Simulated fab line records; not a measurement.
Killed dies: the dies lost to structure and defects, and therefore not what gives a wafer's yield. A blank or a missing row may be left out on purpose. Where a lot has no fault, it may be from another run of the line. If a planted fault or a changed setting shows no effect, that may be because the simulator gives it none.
Matching of chambers    flow n5_finfet    N5_BEOL_M0_STRIP_142 on rie_diel-06 has 4 sister chambers
The step strips in N2/H2, time 10 s. 16 wafers are shown with their chamber, then 8 later ones without.

## WAFERS PAIRED WITH THEIR CHAMBERS
wafer   chamber  showerhead_plenum_p_Torr (Torr)  drypump_motor_current_A (A)  oes_product_au (a.u.)
L074.1  0        2.70                             5.7                          0.89
L074.4  2        2.63                             5.5                          0.72
L074.6  3        2.47                             5.6                          0.84
L075.1  0        2.69                             5.7                          0.88
L075.2  3        2.47                             5.6                          0.83
L075.4  3        2.47                             5.6                          0.84
L076.1  2        2.63                             5.5                          0.73
L076.3  0        2.69                             5.7                          0.88
L076.5  3        2.47                             5.6                          0.84
L082.1  2        2.63                             5.6                          0.71
L082.4  3        2.47                             5.6                          0.82
L082.6  0        2.69                             5.7                          0.86
L086.3  3        2.46                             5.6                          0.81
L086.4  2        2.62                             5.5                          0.70
L086.6  1        2.48                             6.3                          0.91
L088.3  3        2.46                             5.6                          0.80

SIGNATURES (means of the wafers above)
reading                   chamber 0  chamber 1  chamber 2  chamber 3  scatter within a chamber
showerhead_plenum_p_Torr  2.6925     2.4800     2.6275     2.4671     0.00494
drypump_motor_current_A   5.700      6.300      5.525      5.600      0.025
oes_product_au            0.8775     0.9100     0.7150     0.8257     0.0146
Rule: for each reading, subtract the chamber's mean from the wafer's reading, divide by that reading's scatter and square the result; add these up over the readings and take the root, which gives the wafer's distance from the chamber. The wafer belongs to the nearest chamber; if the next one is less than 2 further off, it can't be placed. The scatter: take each reading less its chamber's mean, square it, sum over the shown wafers, divide by the number of wafers less the number of chambers, and take the root.

## WAFERS WITHOUT THEIR CHAMBER
wafer   showerhead_plenum_p_Torr (Torr)  drypump_motor_current_A (A)  oes_product_au (a.u.)
L088.4  2.62                             5.5                          0.70
L088.6  2.68                             5.7                          0.84
L090.2  2.48                             6.3                          0.92
L090.5  2.68                             5.7                          0.85
L090.6  2.48                             6.3                          0.91
L094.2  2.68                             5.7                          0.83
L094.3  2.47                             6.3                          0.90
L094.6  2.68                             5.7                          0.83

## THE CHAMBER EACH PASSED THROUGH
wafer   from the rows above  in truth
L088.4  2                    2
L088.6  0                    0
L090.2  1                    1
L090.5  0                    0
L090.6  1                    1
L094.2  0                    0
L094.3  1                    1
L094.6  0                    0
8 of 8 placed correctly. Not placeable from these rows: 0. Number placed wrongly: 0.
